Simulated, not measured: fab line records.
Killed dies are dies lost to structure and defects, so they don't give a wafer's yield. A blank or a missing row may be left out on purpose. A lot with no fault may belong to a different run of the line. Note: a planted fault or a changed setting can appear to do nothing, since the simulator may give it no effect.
Chamber matching || flow n5Finfet || 4 sister chambers for N5_BEOL_M12_ETCH_59 on rieDiel-06
The step etches BARC in N2/H2, target depth 89 nm, overetch 26.7 nm, time 67.9 s. 4 wafers are shown with their chamber, then 8 later ones without.

WAFERS, EACH WITH ITS CHAMBER
{"wafer": "L087.6", "chamber": 0, "drypumpMotorCurrentA (A)": 5.8}
{"wafer": "L085.5", "chamber": 1, "drypumpMotorCurrentA (A)": 5.8}
{"wafer": "L085.6", "chamber": 2, "drypumpMotorCurrentA (A)": 6.9}
{"wafer": "L090.1", "chamber": 3, "drypumpMotorCurrentA (A)": 5.4}

WAFERS WITHOUT THEIR CHAMBER
{"wafer": "L090.4", "drypumpMotorCurrentA (A)": 5.8}
{"wafer": "L090.5", "drypumpMotorCurrentA (A)": 5.8}
{"wafer": "L089.1", "drypumpMotorCurrentA (A)": 5.8}
{"wafer": "L089.4", "drypumpMotorCurrentA (A)": 6.8}
{"wafer": "L089.6", "drypumpMotorCurrentA (A)": 5.8}
{"wafer": "L091.1", "drypumpMotorCurrentA (A)": 5.8}
{"wafer": "L091.4", "drypumpMotorCurrentA (A)": 5.8}
{"wafer": "L091.5", "drypumpMotorCurrentA (A)": 5.4}

CHAMBER TAKEN BY EACH
{"wafer": "L090.4", "from the rows above": "can't be placed: 0 or 1", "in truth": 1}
{"wafer": "L090.5", "from the rows above": "can't be placed: 0 or 1", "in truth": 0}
{"wafer": "L089.1", "from the rows above": "can't be placed: 0 or 1", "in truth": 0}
{"wafer": "L089.4", "from the rows above": 2, "in truth": 2}
{"wafer": "L089.6", "from the rows above": "can't be placed: 0 or 1", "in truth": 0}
{"wafer": "L091.1", "from the rows above": "can't be placed: 0 or 1", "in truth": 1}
{"wafer": "L091.4", "from the rows above": "can't be placed: 0 or 1", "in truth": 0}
{"wafer": "L091.5", "from the rows above": 3, "in truth": 3}
Correct placement for 2 of the 8. Unplaceable from these rows: 6, with the true chamber sitting among the candidates in 6. Number placed wrongly: 0.
How it was worked out, from the rows above alone: a wafer's distance from a chamber is the root of the sum, over the readings, of the square of ((its reading less the chamber's mean) divided by the reading's scatter). The wafer belongs to the nearest chamber; if the next one is less than 2 further off, it can't be placed. For every chamber, the mean is computed from those of its wafers that are shown. The scatter: with one shown wafer a chamber, the root of the mean of the squares of how far each hidden wafer lies from its nearest shown one.
